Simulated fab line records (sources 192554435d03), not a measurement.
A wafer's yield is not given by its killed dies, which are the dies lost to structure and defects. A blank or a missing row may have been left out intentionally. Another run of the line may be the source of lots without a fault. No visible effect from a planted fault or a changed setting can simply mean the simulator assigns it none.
fab line records | flow n5-finfet
record: lots: 10 wafers: 30 last-day: 18
route steps=1938 shown SD_EPI_P@305 SD_ACTIVATION@334 ILD0@340 PASSIVATION@1936
lots untouched by any fault: they come from a run of this same line in which no faults occurred
start-h: the number of hours between the record's first day and the start of the first shown wafer of the lot | wait-h: hours elapsed since this lot's preceding step | " same as the row above | L1.1+2: a single row standing in for several wafers | - either no value or no given start | * or withheld: withheld | < > ~ a bound
route shown NAME@n: a module of which the file shows steps, and the number in the route of the first | usual: average and standard deviation across the fault-free wafers | same: alike in all rows | chamber/n: place in a boat | sites: readings site by site | _std_site: the values' standard deviation | _edge_site: inner sites' mean taken away from outer sites' mean | radius-mm: how far each site lies from the wafer's centre | mask NAME#n: copy n | behind: the tool/chamber that last shaped the wafer | hold: why the lot was held/for how many hours/how that ended | device: whichever transistor did not switch (one of n, p or np) | end of line: at the end of the route, the tests of the same wafers | a step with no rows: only its recipe | killed: the dies lost at the first sort to structure and to defects; this is not the yield of the wafer | map: shows each die of a wafer: x if killed, . if not, _ if none is there
set.NAME: the setting as run; set.NAME@STEP: as run at that earlier step | model.NAME: the simulator's own value behind a step, which no gauge read
steps of the route over a sample of lots; a table a step, a row a wafer
services: from which hour (start-h, from the record's first day; less than 0 if before it) a tool's chamber was out of use, for how many hours, and why
== steps ==
step: N5_SD_EPI_P_INSPECT_11
recipe: mode: adi inspect-instrument: macro
usual: raw-defect-count: 2.2/1.5
columns lot.wafer tool chamber start-h wait-h raw-defect-count
L411.2 defect-inspect-01 - 55.56 0.0 3
L411.3 " - " " 3
L411.4 " - " " 3
L412.2 defect-inspect-02 - 65.18 0.0 1
L412.3 " - " " 4
L412.6 " - " " 1
L415.2 defect-inspect-02 - 78.46 0.0 0
L415.5 " - " " 6
L415.6 " - " " 3
L416.4 defect-inspect-01 - 86.56 0.0 2
L416.5 " - " " 0
L416.6 " - " " 1
L418.3 defect-inspect-01 - 97.97 0.0 6
L418.4 " - " " 1
L418.5 " - " " 5
L420.3 defect-inspect-02 - 105.69 0.0 3
L420.4 " - " " 3
L420.6 " - " " 1
L421.2 defect-inspect-01 - 113.55 0.0 2
L421.3 " - " " 1
L421.5 " - " " 3
L431.4 defect-inspect-02 - 172.96 0.0 3
L431.5 " - " " 1
L431.6 " - " " 2
L432.1 defect-inspect-02 - 181.36 0.0 1
L432.3 " - " " 1
L432.5 " - " " 0
L434.3 defect-inspect-02 - 193.22 0.0 0
L434.4 " - " " 2
L434.5 " - " " 3
step: N5_SD_EPI_P_ETCH_36
recipe: chemistry: CF4 target: SiARC target-depth-a: 455 mask-material: CAR-ArF-block time-s: 75.8 ion-energy-ev: 80 pressure-mtorr: 40 source-w: 545 bias-w: 36 Ar_flow_sccm: 100 cf4-flow-sccm: 100 ends: cleared
usual: chamber-pressure-mTorr: 40.00/0.037 drypump-motor-current-A: 5.7/0.41 etch-rf-on-time-s: 75.6/1 oes-product-au: 0.68/0.072 rf-vpp-V: 184.0/1.2 showerhead-plenum-p-Torr: 2.14/0.066 throttle-valve-pct: 15.63/0.24
columns lot.wafer tool chamber start-h wait-h chamber-pressure-mTorr drypump-motor-current-A etch-rf-on-time-s oes-product-au rf-hours-counter-h rf-vpp-V showerhead-plenum-p-Torr throttle-valve-pct
L411.2 rie-diel-06 0 55.64 0.0 39.99 5.6 74.0 0.81 6 185.2 2.19 15.44
L411.3 " 2 " " 40.01 5.6 75.9 0.60 236 184.8 2.20 16.01
L411.4 " 3 " " 39.98 5.8 76.3 0.65 155 183.4 2.06 15.86
L412.2 rie-diel-04 2 65.25 0.0 40.05 6.1 76.1 0.64 176 182.8 2.13 15.66
L412.3 " 1 " " 40.02 5.1 75.7 0.69 103 185.1 2.15 15.67
L412.6 " 1 " " 39.92 5.0 75.8 0.69 - 184.9 2.15 15.66
L415.2 rie-diel-06 3 78.72 0.0 39.98 5.8 75.8 0.65 163 182.8 2.06 15.85
L415.5 " 1 " " 39.96 5.6 77.7 0.62 - 186.6 2.21 15.78
L415.6 " 0 " " 39.96 5.6 73.3 0.79 - 184.5 2.19 15.44
L416.4 rie-diel-03 0 86.66 0.0 39.96 6.3 75.6 0.64 - 182.4 2.05 15.78
L416.5 " 2 " " 40.03 5.7 76.3 0.81 - 183.2 2.11 15.26
L416.6 " 3 " " 40.00 5.0 76.3 0.60 - 182.8 2.03 15.80
L418.3 rie-diel-03 1 98.04 0.0 39.97 5.8 76.5 0.72 48 185.3 2.18 15.25
L418.4 " 0 " " 40.00 6.3 75.3 0.64 187 182.4 2.05 15.78
L418.5 " 3 " " 39.98 5.0 76.9 0.60 - 183.1 2.03 15.80
L420.3 rie-diel-03 2 105.75 0.0 40.09 5.7 76.1 0.79 13 183.9 2.10 15.27
L420.4 " 1 " " 40.00 5.8 75.5 0.72 51 185.4 2.18 15.25
L420.6 " 3 " " 39.91 5.0 76.6 0.60 - 182.3 2.03 15.80
L421.2 rie-diel-04 2 113.62 0.0 39.96 6.1 76.2 0.63 192 185.0 2.12 15.67
L421.3 " 3 " " 39.96 6.3 76.5 0.68 118 183.5 2.15 15.51
L421.5 " 0 " " 40.01 5.1 75.7 0.60 - 185.6 2.21 15.82
L431.4 rie-diel-03 1 173.02 0.0 39.98 5.8 75.8 0.70 71 185.1 2.17 15.30
L431.5 " 2 " " 40.04 5.7 75.9 0.75 - 183.8 2.10 15.32
L431.6 " 3 " " 40.01 5.0 75.4 0.81 - 185.4 2.28 15.34
L432.1 rie-diel-03 0 181.43 0.0 40.03 6.2 75.3 0.62 216 183.2 2.04 15.84
L432.3 " 3 " " 39.99 5.0 76.1 0.79 12 185.3 2.28 15.34
L432.5 " 2 " " 39.99 5.7 76.9 0.74 - 183.4 2.10 15.33
L434.3 rie-diel-06 3 193.29 0.0 39.99 5.8 74.7 0.63 202 181.7 2.05 15.94
L434.4 " 2 " " 40.00 5.6 74.6 0.79 19 186.0 2.18 15.60
L434.5 " 2 " " 40.05 5.7 74.1 0.79 - 185.9 2.18 15.60
step: N5_SD_EPI_P_ETCH_37
recipe: chemistry: N2/H2 target: SOC overetch-a: 1080 mask-material: SiARC temp-c: 40 ion-energy-ev: 100 source-w: 3000 bias-w: 133 pressure-mtorr: 20 time-s: 486 n2-flow-sccm: 200 h2-flow-sccm: 200 ends: end-point
usual: chamber-pressure-mTorr: 20.003/0.018 drypump-motor-current-A: 5.7/0.41 oes-product-au: 0.71/0.072 rf-vpp-V: 240.7/1.4 showerhead-plenum-p-Torr: 2.53/0.086 throttle-valve-pct: 23.88/0.19
columns lot.wafer tool chamber start-h wait-h chamber-pressure-mTorr drypump-motor-current-A oes-product-au rf-hours-counter-h rf-vpp-V showerhead-plenum-p-Torr throttle-valve-pct
L411.2 rie-diel-06 0 55.70 0.0 20.007 5.6 0.83 6 242.8 2.60 24.12
L411.3 " 2 " " 19.998 5.7 0.63 236 242.0 2.60 24.06
L411.4 " 3 " " 20.021 5.8 0.69 155 239.6 2.43 23.97
L412.2 rie-diel-04 2 65.31 0.0 20.013 6.1 0.67 176 241.9 2.52 23.90
L412.3 " 1 " " 19.980 5.1 0.71 103 241.7 2.56 23.87
L412.6 " 1 " " 20.021 5.1 0.71 - 241.4 2.56 23.87
L415.2 rie-diel-06 3 78.78 0.0 19.990 5.8 0.69 163 239.8 2.43 23.98
L415.5 " 1 " " 19.998 5.6 0.65 - 242.2 2.64 24.15
L415.6 " 0 " " 19.995 5.6 0.81 - 241.8 2.60 24.11
L416.4 rie-diel-03 0 86.85 0.2 20.017 6.3 0.67 - 239.5 2.42 23.73
L416.5 " 2 " " 20.010 5.7 0.85 - 240.8 2.50 23.56
L416.6 " 3 " " 20.006 5.0 0.63 - 238.1 2.40 23.95
L418.3 rie-diel-03 1 98.10 0.0 20.023 5.8 0.76 48 241.3 2.59 23.79
L418.4 " 0 " " 20.008 6.3 0.67 187 238.4 2.42 23.74
L418.5 " 3 " " 19.977 5.0 0.63 - 238.4 2.40 23.95
L420.3 rie-diel-03 2 105.81 0.0 20.019 5.7 0.82 13 239.6 2.50 23.58
L420.4 " 1 " " 20.018 5.8 0.76 51 241.4 2.59 23.78
L420.6 " 3 " " 20.008 5.0 0.63 - 237.9 2.40 23.94
L421.2 rie-diel-04 2 113.68 0.0 20.015 6.1 0.66 192 239.7 2.52 23.91
L421.3 " 3 " " 19.986 6.3 0.71 118 241.5 2.55 23.78
L421.5 " 0 " " 20.022 5.1 0.63 - 242.2 2.61 24.03
L431.4 rie-diel-03 1 173.08 0.0 20.011 5.8 0.74 71 241.9 2.58 23.79
L431.5 " 2 " " 19.968 5.7 0.79 - 238.4 2.49 23.60
L431.6 " 3 " " 20.009 5.0 0.84 - 242.0 2.71 23.57
L432.1 rie-diel-03 0 181.49 0.0 19.995 6.2 0.66 216 239.0 2.40 23.78
L432.3 " 3 " " 20.004 5.0 0.83 12 243.9 2.71 23.57
L432.5 " 2 " " 20.034 5.7 0.78 - 238.7 2.48 23.60
L434.3 rie-diel-06 3 193.34 0.0 20.007 5.8 0.65 202 239.1 2.41 24.03
L434.4 " 2 " " 19.992 5.6 0.81 19 242.2 2.58 23.86
L434.5 " 2 " " 20.017 5.6 0.81 - 240.9 2.58 23.86
step: N5_SD_EPI_P_INSPECT_26
recipe: inspect-instrument: darkfield mode: post-epi
usual: raw-defect-count: 178/36
columns lot.wafer tool chamber start-h wait-h raw-defect-count
L411.2 defect-inspect-02 - 59.35 0.0 211
L411.3 " - " " 288
L411.4 " - " " 256
L412.2 defect-inspect-01 - 68.94 0.0 185
L412.3 " - " " 157
L412.6 " - " " 168
L415.2 defect-inspect-01 - 82.41 0.0 117
L415.5 " - " " 146
L415.6 " - " " 126
L416.4 defect-inspect-02 - 91.16 0.0 164
L416.5 " - " " 134
L416.6 " - " " 165
L418.3 defect-inspect-02 - 102.56 0.0 235
L418.4 " - " " 181
L418.5 " - " " 165
L420.3 defect-inspect-02 - 109.44 0.0 177
L420.4 " - " " 219
L420.6 " - " " 234
L421.2 defect-inspect-02 - 117.31 0.0 181
L421.3 " - " " 160
L421.5 " - " " 158
L431.4 defect-inspect-02 - 177.57 0.0 944
L431.5 " - " " 989
L431.6 " - " " 998
L432.1 defect-inspect-02 - 185.11 0.0 976
L432.3 " - " " 1061
L432.5 " - " " 964
L434.3 defect-inspect-01 - 196.97 0.0 178
L434.4 " - " " 204
L434.5 " - " " 233
step: N5_SD_ACTIVATION_INSPECT_02
recipe: inspect-instrument: darkfield mode: post-anneal
usual: raw-defect-count: 177/37
columns lot.wafer tool chamber start-h wait-h raw-defect-count
L411.2 defect-inspect-01 - 60.17 0.1 213
L411.3 " - " " 300
L411.4 " - " " 272
L412.2 defect-inspect-02 - 69.90 0.2 174
L412.3 " - " " 164
L412.6 " - " " 155
L415.2 defect-inspect-01 - 83.20 0.1 135
L415.5 " - " " 142
L415.6 " - " " 125
L416.4 defect-inspect-02 - 91.92 0.1 162
L416.5 " - " " 145
L416.6 " - " " 170
L418.3 defect-inspect-02 - 103.32 0.1 212
L418.4 " - " " 179
L418.5 " - " " 166
L420.3 defect-inspect-01 - 110.22 0.1 177
L420.4 " - " " 212
L420.6 " - " " 241
L421.2 defect-inspect-02 - 118.25 0.1 184
L421.3 " - " " 156
L421.5 " - " " 154
L431.4 defect-inspect-02 - 178.40 0.1 950
L431.5 " - " " 997
L431.6 " - " " 965
L432.1 defect-inspect-02 - 185.87 0.2 964
L432.3 " - " " 1054
L432.5 " - " " 976
L434.3 defect-inspect-02 - 197.72 0.1 168
L434.4 " - " " 201
L434.5 " - " " 216
step: N5_ILD0_CMP_07
recipe: stop-on: poly-Si material: SiO2_flowable t-overpolish-s: 1.18 post-cmp-clean: alkaline-brush down-force-psi: 4.1491 platen-rpm: 51.796 pad-velocity-m-s: 1.0306 target-thk-nm: 138.88
usual: motor-current-A: 12.1/1.3
columns lot.wafer tool chamber start-h wait-h motor-current-A
L411.2 cmp-02 1 62.98 0.0 11.6
L411.4 " 3 " " 11.4
L411.3 " 0 " " 11.7
L412.3 cmp-04 1 73.02 0.1 11.1
L412.2 " 2 " " 15.7
L412.6 " 0 " " 11.2
L415.2 cmp-04 3 86.17 0.1 11.9
L415.6 " 2 " " 15.8
L415.5 " 3 " " 11.4
L416.4 cmp-02 1 96.21 0.1 10.7
L416.6 " 2 " " 12.6
L416.5 " 3 " " 11.2
L418.4 cmp-01 2 106.74 0.0 11.2
L418.3 " 0 " " 11.6
L418.5 " 3 " " 13.5
L420.3 cmp-02 3 112.98 0.1 10.6
L420.4 " 1 " " 10.9
L420.6 " 2 " " 13.0
L421.2 cmp-02 0 121.12 0.0 12.2
L421.3 " 1 " " 10.6
L421.5 " 1 " " 10.8
L431.4 cmp-04 0 181.36 0.3 10.8
L431.6 " 1 " " 11.0
L431.5 " 2 " " 15.6
L432.3 cmp-02 2 189.24 0.0 13.0
L432.1 " 0 " " 12.0
L432.5 " 3 " " 10.6
L434.3 cmp-01 2 200.86 0.1 12.7
L434.4 " 3 " " 13.5
L434.5 " 2 " " 11.6
step: N5_PASSIVATION_PROBE_49
usual: killed_at_M0_to_M3: 30/8.7 killed_at_M4_up: 14/5.4 killed-at-contacts: 11/6.4 killed-at-front-end: 40/12 killed-at-other: 3/3.1 killed-dies: 99/17 killed-on-rim: 13/3.8 killed-open: 64/12 killed-short: 33/8.1
same: gross-dies: 1180 killed-at-back-side: 0
columns lot.wafer tool chamber start-h wait-h killed_at_M0_to_M3 killed_at_M4_up killed-at-contacts killed-at-front-end killed-at-other killed-dies killed-on-rim killed-open killed-short
L418.3 prober-02 - 319.71 0.1 23 10 7 67 1 108 9 75 33
L418.4 prober-02 - 319.76 0.2 21 16 5 58 6 106 14 72 33
L418.5 prober-02 - 319.81 0.2 22 11 24 57 12 126 17 83 43
L420.3 prober-01 - 330.12 0.1 44 15 9 56 5 129 12 78 51
L420.4 prober-01 - 330.17 0.2 35 19 10 48 2 114 11 82 31
L420.6 prober-01 - 330.27 0.3 22 18 10 41 3 94 7 63 30
L421.2 prober-02 - 346.90 0.1 40 24 7 51 0 122 14 87 35
L421.3 prober-02 - 346.95 0.1 32 14 7 41 2 96 15 57 39
L421.5 prober-02 - 347.05 0.2 19 13 3 42 0 77 13 41 36
L431.4 prober-01 - 406.48 0.2 27 12 10 158 1 208 15 52 20
L431.5 prober-01 - 406.53 0.2 33 20 6 129 12 200 29 63 32
L431.6 prober-01 - 406.58 0.3 32 15 8 101 3 159 25 54 31
L432.1 prober-01 - 417.59 0.0 35 20 6 86 1 148 30 60 31
L432.3 prober-01 - 417.69 0.1 40 13 9 108 4 174 32 66 35
L432.5 prober-01 - 417.79 0.2 27 23 4 152 2 208 26 67 37
L434.3 prober-01 - 429.04 0.1 23 15 7 28 0 73 6 40 33
L434.4 prober-01 - 429.09 0.2 40 7 11 42 0 100 15 68 30
L434.5 prober-01 - 429.14 0.2 24 20 17 36 3 100 15 71 29
killed by level:class
L418.3 STI_FIN_REVEAL:geometric-particle:open=22 FIN_SAQP:geometric-particle:open=11 FIN_SAQP:geometric-particle:short=8 GATE_CUT:geometric-particle:short=7 MOL_CONTACT_COAG:geometric-particle:open=7 BEOL_M3:geometric-particle:open=7 BEOL_M0_SAQP:geometric-particle:short=6 BEOL_M4:geometric-particle:open=6
L418.4 STI_FIN_REVEAL:geometric-particle:open=23 BEOL_M4:geometric-particle:open=12 FIN_SAQP:geometric-particle:open=9 GATE_CUT:geometric-particle:short=6 STI_FIN_REVEAL:geometric-particle:short=5 PASS1_CAP:geometric-particle:open=5 MOL_CONTACT_COAG:geometric-particle:open=4 BEOL_M0_SAQP:geometric-particle:short=4
L418.5 MOL_CONTACT_COAG:geometric-particle:open=18 STI_FIN_REVEAL:geometric-particle:open=16 FIN_SAQP:geometric-particle:open=11 BEOL_M0_SAQP:geometric-particle:short=9 FIN_SAQP:geometric-particle:short=7 DUMMY_GATE:geometric-particle:open=7 MOL_CONTACT_COAG:geometric-particle:short=6 BEOL_M3:geometric-particle:open=5
L420.3 BEOL_M0_SAQP:geometric-particle:short=19 BEOL_M0_SAQP:geometric-particle:open=14 FIN_SAQP:geometric-particle:short=10 GATE_CUT:geometric-particle:open=10 FIN_SAQP:geometric-particle:open=9 BEOL_M4:geometric-particle:open=9 GATE_CUT:geometric-particle:short=7 BEOL_M2:geometric-particle:open=7
L420.4 STI_FIN_REVEAL:geometric-particle:open=11 BEOL_M4:geometric-particle:open=11 BEOL_M0_SAQP:geometric-particle:open=9 MOL_CONTACT_COAG:geometric-particle:open=8 BEOL_M0_SAQP:geometric-particle:short=8 BEOL_M3:geometric-particle:open=8 GATE_CUT:geometric-particle:open=7 DUMMY_GATE:geometric-particle:open=5
L420.6 BEOL_M4:geometric-particle:open=14 FIN_SAQP:geometric-particle:open=13 FIN_SAQP:geometric-particle:short=8 BEOL_M0:geometric-particle:open=7 MOL_CONTACT_COAG:geometric-particle:open=6 BEOL_M0_SAQP:geometric-particle:short=6 MOL_CONTACT_COAG:geometric-particle:short=4 STARTING-WAFER:geometric-particle:open=4
L421.2 DUMMY_GATE:geometric-particle:open=11 BEOL_M4:geometric-particle:open=10 FIN_SAQP:geometric-particle:short=9 BEOL_M0_SAQP:geometric-particle:open=9 BEOL_M1:geometric-particle:open=8 BEOL_M3:geometric-particle:open=8 FIN_SAQP:geometric-particle:open=6 STI_FIN_REVEAL:geometric-particle:open=6
L421.3 BEOL_M0_SAQP:geometric-particle:short=13 STI_FIN_REVEAL:geometric-particle:open=8 MOL_CONTACT_COAG:geometric-particle:open=7 DUMMY_GATE:geometric-particle:open=6 FIN_SAQP:geometric-particle:short=5 BEOL_M0_SAQP:geometric-particle:open=5 GATE_CUT:geometric-particle:short=5 BEOL_M2:geometric-particle:open=5
L421.5 STI_FIN_REVEAL:geometric-particle:open=9 BEOL_M0_SAQP:geometric-particle:short=8 DUMMY_GATE:geometric-particle:open=6 GATE_CUT:geometric-particle:short=6 FIN_SAQP:geometric-particle:short=4 STI_FIN_REVEAL:geometric-particle:short=4 DUMMY_GATE:geometric-particle:short=4 BEOL_M1:geometric-particle:open=4
L431.4 SD_EPI_P:unspecified=135 BEOL_M1:geometric-particle:open=9 BEOL_M4:geometric-particle:open=9 MOL_CONTACT_COAG:geometric-particle:open=8 FIN_SAQP:geometric-particle:short=6 FIN_SAQP:geometric-particle:open=5 BEOL_M0_SAQP:geometric-particle:short=4 BEOL_M2:geometric-particle:open=4
L431.5 SD_EPI_P:unspecified=97 BEOL_M0_SAQP:geometric-particle:short=11 BEOL_M0_SAQP:geometric-particle:open=9 BEOL_M4:geometric-particle:open=8 MOL_CONTACT_COAG:geometric-particle:open=5 BEOL_M2:geometric-particle:open=5 STARTING-WAFER:geometric-particle:short=5 HKMG_FIN:area-etch=5
L431.6 SD_EPI_P:unspecified=73 BEOL_M0_SAQP:geometric-particle:short=7 BEOL_M1:geometric-particle:open=6 MOL_CONTACT_COAG:geometric-particle:open=6 BEOL_M4:geometric-particle:open=6 FIN_SAQP:geometric-particle:short=5 BEOL_M0_SAQP:geometric-particle:open=5 DUMMY_GATE:geometric-particle:open=5
L432.1 SD_EPI_P:unspecified=55 BEOL_M0_SAQP:geometric-particle:open=11 BEOL_M0_SAQP:geometric-particle:short=11 FIN_SAQP:geometric-particle:short=8 MOL_CONTACT_COAG:geometric-particle:open=6 BEOL_M2:geometric-particle:open=6 FIN_SAQP:geometric-particle:open=5 BEOL_M1:geometric-particle:open=5
L432.3 SD_EPI_P:unspecified=70 BEOL_M0_SAQP:geometric-particle:short=13 BEOL_M2:geometric-particle:open=10 FIN_SAQP:geometric-particle:open=8 MOL_CONTACT_COAG:geometric-particle:open=8 BEOL_M0_SAQP:geometric-particle:open=8 BEOL_M4:geometric-particle:open=7 DUMMY_GATE:geometric-particle:open=6
L432.5 SD_EPI_P:unspecified=104 FIN_SAQP:geometric-particle:open=13 FIN_SAQP:geometric-particle:short=12 BEOL_M4:geometric-particle:open=11 BEOL_M0_SAQP:geometric-particle:short=10 DUMMY_GATE:geometric-particle:open=6 BEOL_M0_SAQP:geometric-particle:open=5 STARTING-WAFER:geometric-particle:open=5
L434.3 FIN_SAQP:geometric-particle:short=8 BEOL_M1:geometric-particle:open=6 BEOL_M2:geometric-particle:open=6 BEOL_M4:geometric-particle:open=6 MOL_CONTACT_COAG:geometric-particle:short=4 BEOL_M0_SAQP:geometric-particle:short=4 GATE_CUT:geometric-particle:short=3 MOL_CONTACT_COAG:geometric-particle:open=3
L434.4 BEOL_M2:geometric-particle:open=12 STI_FIN_REVEAL:geometric-particle:open=8 MOL_CONTACT_COAG:geometric-particle:open=8 BEOL_M0_SAQP:geometric-particle:open=7 FIN_SAQP:geometric-particle:short=6 BEOL_M0_SAQP:geometric-particle:short=6 FIN_SAQP:geometric-particle:open=5 DUMMY_GATE:geometric-particle:open=5
L434.5 MOL_CONTACT_COAG:geometric-particle:open=14 BEOL_M0_SAQP:geometric-particle:open=12 FIN_SAQP:geometric-particle:short=7 BEOL_M4:geometric-particle:open=7 STI_FIN_REVEAL:geometric-particle:open=6 BEOL_M0_SAQP:geometric-particle:short=6 FIN_SAQP:geometric-particle:open=5 BEOL_M5:geometric-particle:open=5
== services ==
columns tool chamber start-h hours kind
rie-diel-03 2 34.79 - clean
cmp-01 - 35.05 4.0 pm
rie-diel-06 1 41.22 1.6 repair
cmp-01 - 48.95 0.7 repair
rie-diel-04 0 50.78 10.5 repair
cmp-01 - 53.58 1.0 repair
rie-diel-04 2 56.88 8.0 repair
cmp-02 - 60.93 0.7 repair
rie-diel-03 2 63.18 10.1 repair
rie-diel-03 1 74.24 13.3 repair
cmp-02 - 81.57 5.6 pm
cmp-04 - 87.41 1.5 repair
rie-diel-06 1 95.07 7.2 repair
rie-diel-04 3 99.51 9.3 repair
rie-diel-03 - 115.29 0.2 repair
rie-diel-06 1 127.85 16.1 repair
rie-diel-03 1 137.57 4.6 repair
cmp-02 - 138.89 0.2 repair
cmp-04 - 141.60 5.7 pm
cmp-04 - 151.40 6.6 repair
cmp-02 - 180.75 1.2 repair
rie-diel-03 2 186.97 12.4 repair
rie-diel-04 1 190.01 6.3 repair
cmp-02 - 191.73 2.4 repair
== key ==
first-sign: step: N5_SD_EPI_P_INSPECT_26 reading: raw-defect-count direction: up sigmas: 23 usual: 178 struck: 989
effect: step: N5_SD_ACTIVATION_INSPECT_02 reading: raw-defect-count direction: up sigmas: 22 usual: 177 struck: 984
effect: step: N5_PASSIVATION_PROBE_49 reading: killed-at-front-end direction: up sigmas: 7 usual: 40 struck: 122
more-kills-born-at: N5_SD_EPI_P_ETCH_37@rie-diel-03: 534
met-at N5_SD_EPI_P_ETCH_37
struck-lots L431,L432
tester-left-out L431,L432
not-acting-at N5_SD_EPI_P_INSPECT_11,N5_SD_EPI_P_ETCH_36,N5_ILD0_CMP_07
onset-between 105.81 173.08
fault: kind: chamber-particle-source tool: rie-diel-03 chamber: - onset-h: 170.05 steps: N5_SD_EPI_P_ETCH_37 rate-per-visit-cm2: 1.2476 end-h: 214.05
tester-left-out: of these lots the tester's yield and bins aren't shown, on N5 and GAA mostly nor the transistor test; their killed dies are dies lost to structure and defects alone, not to doping, threshold or leakage, so they don't give the yield
